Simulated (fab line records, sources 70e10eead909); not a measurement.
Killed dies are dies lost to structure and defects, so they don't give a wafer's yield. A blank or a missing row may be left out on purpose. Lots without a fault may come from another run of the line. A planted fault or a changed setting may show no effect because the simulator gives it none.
Which tool did it? | flow nand_harc | 23 lots, 69 wafers sampled, at 6 steps of a route of 1159

WHAT THE GAUGES READ, wafer by wafer
The record holds no reading of a measuring or inspecting step that can be judged against a usual standard deviation.

WHICH TOOL RAN EACH LOT (tool, then ch and the chambers of the sampled wafers, then the start)
lot  | NHARC_A_WL_FILL_STRIP_27             | NHARC_A_WL_FILL_ALD_10           | NHARC_A_CONTACT_DEP_28        | NHARC_A_CONTACT_DESCUM_47          | NHARC_A_CONTACT_ETCH_50        | NHARC_A_CONTACT_ETCH_51
L074 | plasma_asher-01 ch 0,1, day 15 08:27 | ald_hk-04 ch 0,1,2, day 15 13:59 | acl_dep-02 ch 0, day 16 07:04 | rie_diel-13 ch 1,2,3, day 16 10:08 | rie_diel-13 ch 0,2,3, no start | rie_diel-13 ch 1,2,3, no start
L075 | plasma_asher-02 ch 0,1, day 15 11:03 | ald_hk-01 ch 1,3, day 15 14:30   | acl_dep-01 ch 0, day 16 07:03 | rie_diel-13 ch 0,2,3, day 16 10:19 | rie_diel-13 ch 1,2,3, no start | rie_diel-13 ch 2,3, no start
L076 | plasma_asher-02 ch 0,1, day 15 15:27 | ald_hk-02 ch 1,2, day 16 00:59   | acl_dep-01 ch 0, day 16 19:44 | rie_diel-08 ch 1,2,3, day 16 22:25 | rie_diel-08 ch 2,3, no start   | rie_diel-08 ch 0,1, no start
L077 | plasma_asher-02 ch 0,1, day 15 19:56 | ald_hk-01 ch 0,1, day 15 22:21   | acl_dep-02 ch 0, day 16 18:07 | rie_diel-08 ch 0,2, day 16 20:56   | rie_diel-08 ch 1,2,3, no start | rie_diel-08 ch 0,1,2, no start
L078 | plasma_asher-01 ch 0,1, day 16 09:01 | ald_hk-02 ch 0,3, day 16 14:46   | acl_dep-02 ch 0, day 17 08:05 | rie_diel-11 ch 0,1, day 17 10:44   | rie_diel-11 ch 0,1,3, no start | rie_diel-11 ch 1,3, no start
L080 | plasma_asher-02 ch 0,1, day 16 22:31 | ald_hk-04 ch 2,3, day 17 04:15   | acl_dep-02 ch 0, day 17 22:55 | rie_diel-11 ch 1,2, day 18 02:03   | rie_diel-11 ch 0,2,3, no start | rie_diel-11 ch 0,2,3, no start
L081 | plasma_asher-02 ch 0,1, day 17 01:20 | ald_hk-02 ch 0,1, day 17 03:44   | acl_dep-02 ch 0, day 18 01:07 | rie_diel-08 ch 0,2, day 18 04:14   | rie_diel-08 ch 0,2,3, no start | rie_diel-08 ch 2,3, no start
L082 | plasma_asher-02 ch 0,1, day 17 09:26 | ald_hk-04 ch 2,3, day 17 14:43   | acl_dep-01 ch 0, day 18 10:44 | rie_diel-13 ch 2,3, day 18 13:37   | rie_diel-13 ch 1,2,3, no start | rie_diel-13 ch 0,1,2, no start
L083 | plasma_asher-02 ch 0,1, day 17 10:22 | ald_hk-01 ch 0,3, day 17 14:47   | acl_dep-02 ch 0, day 18 10:43 | rie_diel-11 ch 1,3, day 18 13:56   | rie_diel-11 ch 0,1,2, no start | rie_diel-11 ch 0,1,2, no start
L084 | plasma_asher-02 ch 0,1, day 17 13:26 | ald_hk-04 ch 0,1, day 17 19:10   | acl_dep-02 ch 0, day 18 15:06 | rie_diel-11 ch 0,2, day 18 18:21   | rie_diel-11 ch 1,2,3, no start | rie_diel-11 ch 1,3, no start
L088 | plasma_asher-01 ch 0,1, day 17 17:35 | ald_hk-02 ch 0,1,3, day 18 01:54 | acl_dep-03 ch 0, day 18 21:20 | rie_diel-13 ch 0,2,3, day 19 00:28 | rie_diel-13 ch 0,1,3, no start | rie_diel-13 ch 0,1,3, no start
L086 | plasma_asher-02 ch 0,1, day 17 17:47 | ald_hk-04 ch 0,1,2, day 18 01:55 | acl_dep-02 ch 0, day 18 20:29 | rie_diel-11 ch 1,2,3, day 18 23:43 | rie_diel-11 ch 0,1,2, no start | rie_diel-11 ch 1,2,3, no start
L087 | plasma_asher-02 ch 0,1, day 18 03:52 | ald_hk-04 ch 0,1,3, day 18 10:28 | acl_dep-03 ch 0, day 19 08:04 | rie_diel-11 ch 2,3, day 19 10:58   | rie_diel-11 ch 1,2,3, no start | rie_diel-11 ch 1,2,3, no start
L085 | plasma_asher-02 ch 0,1, day 18 04:00 | ald_hk-02 ch 1,2,3, day 18 11:30 | acl_dep-02 ch 0, day 19 07:02 | rie_diel-08 ch 2,3, day 19 10:02   | rie_diel-08 ch 0,2, no start   | rie_diel-08 ch 0,2, no start
L089 | plasma_asher-02 ch 1, day 18 21:35   | ald_hk-04 ch 0,1,2, day 19 04:07 | acl_dep-02 ch 0, day 19 21:58 | rie_diel-08 ch 1,2,3, day 20 00:47 | rie_diel-08 ch 0,1,2, no start | rie_diel-08 ch 1,3, no start
L090 | plasma_asher-01 ch 0,1, day 19 00:05 | ald_hk-04 ch 0,1, day 19 06:11   | acl_dep-02 ch 0, day 20 02:04 | rie_diel-11 ch 0,1,2, day 20 04:50 | rie_diel-11 ch 2,3, no start   | rie_diel-11 ch 0,2, no start
L091 | plasma_asher-02 ch 0,1, day 19 00:22 | ald_hk-02 ch 0,2,3, day 19 06:56 | acl_dep-01 ch 0, day 20 03:36 | rie_diel-11 ch 0,1,3, day 20 06:35 | rie_diel-11 ch 0,2, no start   | rie_diel-11 ch 1,3, no start
L092 | plasma_asher-01 ch 0,1, day 19 08:17 | ald_hk-01 ch 0,3, day 19 14:20   | acl_dep-01 ch 0, day 20 06:32 | rie_diel-08 ch 0,1, day 20 09:39   | rie_diel-08 ch 0,3, no start   | rie_diel-08 ch 0,3, no start
L093 | plasma_asher-01 ch 0,1, day 19 12:29 | ald_hk-02 ch 0,1,2, day 19 17:57 | acl_dep-02 ch 0, day 20 10:55 | rie_diel-13 ch 0,2,3, day 20 14:01 | rie_diel-13 ch 0,1,3, no start | rie_diel-13 ch 1,2,3, no start
L095 | plasma_asher-01 ch 0, day 19 16:19   | ald_hk-04 ch 1,2,3, day 19 22:05 | acl_dep-03 ch 0, day 20 20:01 | rie_diel-11 ch 0,2, day 20 22:59   | rie_diel-11 ch 0,1,3, no start | rie_diel-11 ch 0,1,2, no start
L094 | plasma_asher-01 ch 0,1, day 19 16:27 | ald_hk-02 ch 2,3, day 19 21:35   | acl_dep-02 ch 0, day 20 21:08 | rie_diel-13 ch 1,2,3, day 21 00:10 | rie_diel-13 ch 1,2,3, no start | rie_diel-13 ch 1,3, no start
L096 | plasma_asher-02 ch 0,1, day 20 10:59 | ald_hk-02 ch 0,1,2, day 20 16:29 | acl_dep-03 ch 0, day 21 13:02 | rie_diel-13 ch 1,2,3, day 21 16:22 | rie_diel-13 ch 1,2,3, no start | rie_diel-13 ch 1,2,3, no start
L097 | plasma_asher-02 ch 0, day 21 14:36   | ald_hk-04 ch 2,3, day 21 23:03   | acl_dep-03 ch 0, day 22 18:27 | rie_diel-13 ch 0,2, day 22 21:22   | rie_diel-13 ch 1,2, no start   | rie_diel-13 ch 0,1,2, no start
- NHARC_A_WL_FILL_STRIP_27: strips in N2/H2, time 20 s.
- NHARC_A_WL_FILL_ALD_10: deposits SiO2, target thk 50 nm, pulse time 10 s, ald cycles 500.
- NHARC_A_CONTACT_DEP_28: deposits aC, target thk 3600 nm.
- NHARC_A_CONTACT_DESCUM_47: chemistry O2, time 3 s.
- NHARC_A_CONTACT_ETCH_50: etches the open film in CF4/CHF3, target depth 84.7 nm, time 42.4 s.
- NHARC_A_CONTACT_ETCH_51: etches the open film in O2/COS, target depth 3600 nm, time 936 s.

WHAT THE TOOLS THEMSELVES READ (means of the sampled wafers that have a number; where no wafer has one, the mark that the record gives instead)
NHARC_A_WL_FILL_STRIP_27. Usual: drypump_motor_current_A 5.40 A, standard deviation 0.1; heater_power_w 325 W, standard deviation 9.4.
lot  | tool            | drypump_motor_current_A (A) | heater_power_w (W) | flag
L074 | plasma_asher-01 | 5.47                        | 332                |
L075 | plasma_asher-02 | 5.33                        | 308                |
L076 | plasma_asher-02 | 5.38                        | 304                |
L077 | plasma_asher-02 | 5.31                        | 306                |
L078 | plasma_asher-01 | 5.48                        | 329                |
L080 | plasma_asher-02 | 5.36                        | 322                |
L081 | plasma_asher-02 | 5.37                        | 326                |
L082 | plasma_asher-02 | 5.39                        | 323                |
L083 | plasma_asher-02 | 5.34                        | 331                |
L084 | plasma_asher-02 | 5.37                        | 329                |
L088 | plasma_asher-01 | 5.48                        | 336                |
L086 | plasma_asher-02 | 5.34                        | 325                |
L087 | plasma_asher-02 | 5.31                        | 325                |
L085 | plasma_asher-02 | 5.39                        | 320                |
L089 | plasma_asher-02 | 5.37                        | 324                |
L090 | plasma_asher-01 | 5.53                        | 328                |
L091 | plasma_asher-02 | 5.33                        | 330                |
L092 | plasma_asher-01 | 5.53                        | 328                |
L093 | plasma_asher-01 | 5.52                        | 329                |
L095 | plasma_asher-01 | 5.56                        | 326                |
L094 | plasma_asher-01 | 5.48                        | 330                |
L096 | plasma_asher-02 | 5.35                        | 326                |
L097 | plasma_asher-02 | 5.30                        | 332                |

NHARC_A_WL_FILL_ALD_10. Usual: heater_power_w 483 W, standard deviation 46; precursor_pulse_height_rel 1.002, standard deviation 0.019.
lot  | tool      | heater_power_w (W) | precursor_pulse_height_rel | flag
L074 | ald_hk-04 | 450                | 1.004                      |
L075 | ald_hk-01 | 454                | 1.009                      |
L076 | ald_hk-02 | 505                | 1.003                      |
L077 | ald_hk-01 | 483                | 0.982                      |
L078 | ald_hk-02 | 525                | 1.024                      |
L080 | ald_hk-04 | 508                | 0.997                      |
L081 | ald_hk-02 | 508                | 1.000                      |
L082 | ald_hk-04 | 510                | 1.000                      |
L083 | ald_hk-01 | 457                | 0.999                      |
L084 | ald_hk-04 | 412                | 0.990                      |
L088 | ald_hk-02 | 503                | 0.996                      |
L086 | ald_hk-04 | 447                | 1.008                      |
L087 | ald_hk-04 | 459                | 0.988                      |
L085 | ald_hk-02 | 506                | 1.006                      |
L089 | ald_hk-04 | 446                | 1.000                      |
L090 | ald_hk-04 | 451                | 1.015                      |
L091 | ald_hk-02 | 523                | 1.014                      |
L092 | ald_hk-01 | 469                | 1.011                      |
L093 | ald_hk-02 | 509                | 1.017                      |
L095 | ald_hk-04 | 497                | 1.007                      |
L094 | ald_hk-02 | 515                | 0.987                      |
L096 | ald_hk-02 | 498                | 1.001                      |
L097 | ald_hk-04 | 512                | 1.008                      |

NHARC_A_CONTACT_DEP_28. Usual: throttle_valve_pct 34.999 %, standard deviation 0.0093.
lot  | tool       | throttle_valve_pct (%) | flag
L074 | acl_dep-02 | 34.994                 |
L075 | acl_dep-01 | 35.002                 |
L076 | acl_dep-01 | 34.992                 |
L077 | acl_dep-02 | 34.997                 |
L078 | acl_dep-02 | 34.995                 |
L080 | acl_dep-02 | 34.992                 |
L081 | acl_dep-02 | 34.992                 |
L082 | acl_dep-01 | 34.998                 |
L083 | acl_dep-02 | 34.996                 |
L084 | acl_dep-02 | 35.005                 |
L088 | acl_dep-03 | 34.988                 |
L086 | acl_dep-02 | 35.006                 |
L087 | acl_dep-03 | 34.999                 |
L085 | acl_dep-02 | 34.998                 |
L089 | acl_dep-02 | 35.001                 |
L090 | acl_dep-02 | 34.996                 |
L091 | acl_dep-01 | 35.001                 |
L092 | acl_dep-01 | 35.013                 |
L093 | acl_dep-02 | 35.011                 |
L095 | acl_dep-03 | 35.005                 |
L094 | acl_dep-02 | 34.997                 |
L096 | acl_dep-03 | 34.999                 |
L097 | acl_dep-03 | 34.990                 |

NHARC_A_CONTACT_DESCUM_47. Usual: drypump_motor_current_A 5.8 A, standard deviation 0.42; oes_product_au 1.002 a.u., standard deviation 0.0086; rf_vpp_V 57.6 V, standard deviation 0.74; showerhead_plenum_p_Torr 1.89 Torr, standard deviation 0.056; throttle_valve_pct 11.311 %, standard deviation 0.008.
lot  | tool        | drypump_motor_current_A (A) | oes_product_au (a.u.) | rf_vpp_V (V) | showerhead_plenum_p_Torr (Torr) | throttle_valve_pct (%) | flag
L074 | rie_diel-13 | 5.5                         | 1.001                 | 57.4         | 1.90                            | 11.314                 |
L075 | rie_diel-13 | 5.5                         | 1.004                 | 57.4         | 1.88                            | 11.311                 |
L076 | rie_diel-08 | 5.9                         | 1.016                 | 57.4         | 1.87                            | 11.310                 |
L077 | rie_diel-08 | 6.0                         | 0.991                 | 57.9         | 1.93                            | 11.303                 |
L078 | rie_diel-11 | 6.2                         | 1.000                 | 58.1         | 1.91                            | 11.311                 |
L080 | rie_diel-11 | 6.2                         | 1.006                 | 58.2         | 1.94                            | 11.307                 |
L081 | rie_diel-08 | 5.8                         | 0.995                 | 57.9         | 1.94                            | 11.307                 |
L082 | rie_diel-13 | 5.6                         | 1.002                 | 57.9         | 1.93                            | 11.307                 |
L083 | rie_diel-11 | 6.2                         | 1.004                 | 57.6         | 1.88                            | 11.305                 |
L084 | rie_diel-11 | 5.8                         | 1.007                 | 57.0         | 1.94                            | 11.320                 |
L088 | rie_diel-13 | 5.6                         | 0.993                 | 57.8         | 1.88                            | 11.311                 |
L086 | rie_diel-11 | 6.0                         | 0.995                 | 57.0         | 1.92                            | 11.310                 |
L087 | rie_diel-11 | 5.7                         | 1.000                 | 57.0         | 1.90                            | 11.311                 |
L085 | rie_diel-08 | 5.7                         | 1.011                 | 57.3         | 1.89                            | 11.313                 |
L089 | rie_diel-08 | 5.9                         | 1.009                 | 57.1         | 1.86                            | 11.305                 |
L090 | rie_diel-11 | 6.0                         | 1.006                 | 58.5         | 1.93                            | 11.320                 |
L091 | rie_diel-11 | 6.2                         | 1.000                 | 57.2         | 1.89                            | 11.309                 |
L092 | rie_diel-08 | 6.3                         | 1.001                 | 57.4         | 1.82                            | 11.307                 |
L093 | rie_diel-13 | 5.5                         | 1.003                 | 57.6         | 1.87                            | 11.310                 |
L095 | rie_diel-11 | 5.5                         | 1.001                 | 57.9         | 1.95                            | 11.314                 |
L094 | rie_diel-13 | 5.5                         | 1.004                 | 57.0         | 1.89                            | 11.311                 |
L096 | rie_diel-13 | 5.5                         | 0.996                 | 57.9         | 1.89                            | 11.309                 |
L097 | rie_diel-13 | 5.5                         | 0.990                 | 57.2         | 1.85                            | 11.309                 |

NHARC_A_CONTACT_ETCH_50. Usual: drypump_motor_current_A 5.8 A, standard deviation 0.41; oes_product_au 0.947 a.u., standard deviation 0.02; rf_fwd_power_W 492.5 W, standard deviation 2.1; rf_vpp_V 370.0 V, standard deviation 1.8; showerhead_plenum_p_Torr 1.56 Torr, standard deviation 0.045; throttle_valve_pct 16.803 %, standard deviation 0.0095.
lot  | tool        | drypump_motor_current_A (A) | oes_product_au (a.u.) | rf_fwd_power_W (W) | rf_vpp_V (V) | showerhead_plenum_p_Torr (Torr) | throttle_valve_pct (%) | flag
L074 | rie_diel-13 | 5.5                         | 0.938                 | 491.9              | 369.5        | 1.55                            | 16.804                 |
L075 | rie_diel-13 | 5.5                         | 0.924                 | 492.3              | 369.6        | 1.56                            | 16.799                 |
L076 | rie_diel-08 | 5.7                         | 0.934                 | 492.1              | 370.3        | 1.56                            | 16.802                 |
L077 | rie_diel-08 | 5.9                         | 0.952                 | 492.6              | 370.1        | 1.54                            | 16.812                 |
L078 | rie_diel-11 | 6.2                         | 0.958                 | 492.9              | 369.6        | 1.56                            | 16.805                 |
L080 | rie_diel-11 | 5.8                         | 0.972                 | 494.6              | 370.1        | 1.58                            | 16.809                 |
L081 | rie_diel-08 | 5.9                         | 0.969                 | 493.1              | 369.9        | 1.57                            | 16.810                 |
L082 | rie_diel-13 | 5.5                         | 0.927                 | 490.6              | 370.6        | 1.56                            | 16.798                 |
L083 | rie_diel-11 | 6.0                         | 0.958                 | 491.5              | 371.0        | 1.59                            | 16.797                 |
L084 | rie_diel-11 | 6.0                         | 0.971                 | 492.4              | 370.8        | 1.58                            | 16.797                 |
L088 | rie_diel-13 | 5.4                         | 0.910                 | 493.7              | 368.1        | 1.52                            | 16.809                 |
L086 | rie_diel-11 | 6.0                         | 0.965                 | 492.4              | 371.3        | 1.59                            | 16.794                 |
L087 | rie_diel-11 | 6.0                         | 0.940                 | 492.0              | 371.0        | 1.58                            | 16.798                 |
L085 | rie_diel-08 | 5.8                         | 0.963                 | 489.3              | 371.3        | 1.59                            | 16.796                 |
L089 | rie_diel-08 | 6.0                         | 0.931                 | 494.2              | 369.2        | 1.54                            | 16.804                 |
L090 | rie_diel-11 | 5.5                         | 0.966                 | 492.4              | 372.0        | 1.60                            | 16.802                 |
L091 | rie_diel-11 | 5.5                         | 0.976                 | 493.6              | 372.5        | 1.61                            | 16.801                 |
L092 | rie_diel-08 | 6.1                         | 0.919                 | 494.2              | 369.9        | 1.56                            | 16.804                 |
L093 | rie_diel-13 | 5.4                         | 0.935                 | 493.0              | 369.2        | 1.51                            | 16.802                 |
L095 | rie_diel-11 | 6.2                         | 0.958                 | 491.0              | 370.1        | 1.55                            | 16.809                 |
L094 | rie_diel-13 | 5.5                         | 0.952                 | 491.8              | 370.2        | 1.55                            | 16.805                 |
L096 | rie_diel-13 | 5.5                         | 0.960                 | 491.0              | 369.5        | 1.55                            | 16.805                 |
L097 | rie_diel-13 | 5.3                         | 0.945                 | 493.4              | 370.4        | 1.55                            | 16.810                 |

NHARC_A_CONTACT_ETCH_51. Usual: drypump_motor_current_A 5.8 A, standard deviation 0.41; oes_product_au 1.002 a.u., standard deviation 0.0091; rf_fwd_power_W 499.5 W, standard deviation 1.5; rf_vpp_V 313.7 V, standard deviation 1.5; showerhead_plenum_p_Torr 3.09 Torr, standard deviation 0.089; throttle_valve_pct 28.328 %, standard deviation 0.0099.
lot  | tool        | drypump_motor_current_A (A) | oes_product_au (a.u.) | rf_fwd_power_W (W) | rf_vpp_V (V) | showerhead_plenum_p_Torr (Torr) | throttle_valve_pct (%) | flag
L074 | rie_diel-13 | 5.5                         | 1.001                 | 500.0              | 314.1        | 3.10                            | 28.324                 |
L075 | rie_diel-13 | 5.6                         | 0.995                 | 500.7              | 313.5        | 3.10                            | 28.327                 |
L076 | rie_diel-08 | 6.3                         | 1.010                 | 500.0              | 312.9        | 3.00                            | 28.328                 |
L077 | rie_diel-08 | 6.0                         | 1.003                 | 499.5              | 314.1        | 3.08                            | 28.321                 |
L078 | rie_diel-11 | 6.2                         | 1.002                 | 499.1              | 313.7        | 3.08                            | 28.325                 |
L080 | rie_diel-11 | 5.8                         | 1.009                 | 499.1              | 314.0        | 3.13                            | 28.321                 |
L081 | rie_diel-08 | 5.7                         | 1.010                 | 499.4              | 314.6        | 3.09                            | 28.328                 |
L082 | rie_diel-13 | 5.4                         | 1.004                 | 498.4              | 313.0        | 3.07                            | 28.331                 |
L083 | rie_diel-11 | 6.0                         | 1.002                 | 499.7              | 314.3        | 3.16                            | 28.338                 |
L084 | rie_diel-11 | 6.2                         | 1.005                 | 498.8              | 313.8        | 3.07                            | 28.336                 |
L088 | rie_diel-13 | 5.4                         | 0.995                 | 500.1              | 311.9        | 3.01                            | 28.329                 |
L086 | rie_diel-11 | 6.0                         | 1.008                 | 498.9              | 314.8        | 3.13                            | 28.338                 |
L087 | rie_diel-11 | 6.0                         | 0.996                 | 499.7              | 313.7        | 3.13                            | 28.325                 |
L085 | rie_diel-08 | 6.0                         | 0.992                 | 497.9              | 314.8        | 3.14                            | 28.327                 |
L089 | rie_diel-08 | 6.1                         | 1.015                 | 499.5              | 312.0        | 2.96                            | 28.329                 |
L090 | rie_diel-11 | 5.5                         | 0.999                 | 498.7              | 315.1        | 3.19                            | 28.331                 |
L091 | rie_diel-11 | 6.4                         | 1.009                 | 499.0              | 314.2        | 3.10                            | 28.328                 |
L092 | rie_diel-08 | 5.9                         | 0.991                 | 500.0              | 313.5        | 3.06                            | 28.331                 |
L093 | rie_diel-13 | 5.5                         | 1.002                 | 500.4              | 313.7        | 3.08                            | 28.324                 |
L095 | rie_diel-11 | 6.0                         | 1.004                 | 501.9              | 314.1        | 3.15                            | 28.331                 |
L094 | rie_diel-13 | 5.3                         | 1.005                 | 499.1              | 312.7        | 3.03                            | 28.318                 |
L096 | rie_diel-13 | 5.5                         | 1.004                 | 498.0              | 313.1        | 3.08                            | 28.324                 |
L097 | rie_diel-13 | 5.4                         | 1.001                 | 499.2              | 312.6        | 3.05                            | 28.321                 |

THE ANSWER, worked out from the rows above alone
Rule: a lot is off if the mean of its wafers that have a number lies more than 3 standard deviations from the usual mean. A lot without any number at a reading at which 4 lots or more have one is off too. The other lots that the step has rows for count as sound. The gauges are gone through in route order, then the tools' own readings, and for those a lot's mean is taken as printed above. The first step at which some lot is off is used, and at that step the reading that is off furthest; a lot without a number counts as furthest.
No lot is off at any reading shown: from this, nothing can be told.

WHAT THE SIMULATOR HAD PUT IN
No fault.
